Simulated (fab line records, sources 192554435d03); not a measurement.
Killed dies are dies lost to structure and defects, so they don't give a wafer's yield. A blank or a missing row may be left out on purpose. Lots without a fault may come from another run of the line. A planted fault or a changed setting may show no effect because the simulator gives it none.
Chamber matching | flow n5_finfet | N5_BEOL_M4_PECVD_72 on pecvd-04: 3 sister chambers
The step deposits SiO2 from TEOS/O2, target thk 16 nm, time 18 s. 3 wafers are shown with their chamber, then 12 later ones without.

WAFERS WITH THEIR CHAMBER
wafer  | chamber | showerhead_plenum_p_Torr (Torr)
L086.6 | 0       | 8.74
L093.2 | 2       | 8.89
L093.3 | 1       | 8.63

WAFERS WITHOUT THEIR CHAMBER
wafer  | showerhead_plenum_p_Torr (Torr)
L093.4 | 8.91
L093.5 | 8.89
L093.6 | 8.65
L094.1 | 8.67
L094.2 | 8.89
L094.3 | 8.66
L094.4 | 8.89
L094.5 | 8.65
L094.6 | 8.90
L096.1 | 8.73
L096.4 | 8.64
L096.5 | 8.90

WHICH CHAMBER EACH WENT THROUGH
wafer  | from the rows above     | in truth
L093.4 | 2                       | 2
L093.5 | 2                       | 2
L093.6 | 1                       | 1
L094.1 | can't be placed: 1 or 0 | 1
L094.2 | 2                       | 2
L094.3 | 1                       | 1
L094.4 | 2                       | 2
L094.5 | 1                       | 1
L094.6 | 2                       | 2
L096.1 | 0                       | 0
L096.4 | 1                       | 1
L096.5 | 2                       | 2
Placed correctly: 11 of 12. Can't be placed from these rows: 1 (the true chamber is among the candidates in 1). Placed wrongly: 0.
How it was worked out, from the rows above alone: a wafer's distance from a chamber is the root of the sum, over the readings, of the square of ((its reading less the chamber's mean) divided by the reading's scatter). The wafer belongs to the nearest chamber; if the next one is less than 2 further off, it can't be placed. A chamber's mean is the mean of its shown wafers. The scatter: with one shown wafer a chamber, the root of the mean of the squares of how far each hidden wafer lies from its nearest shown one.
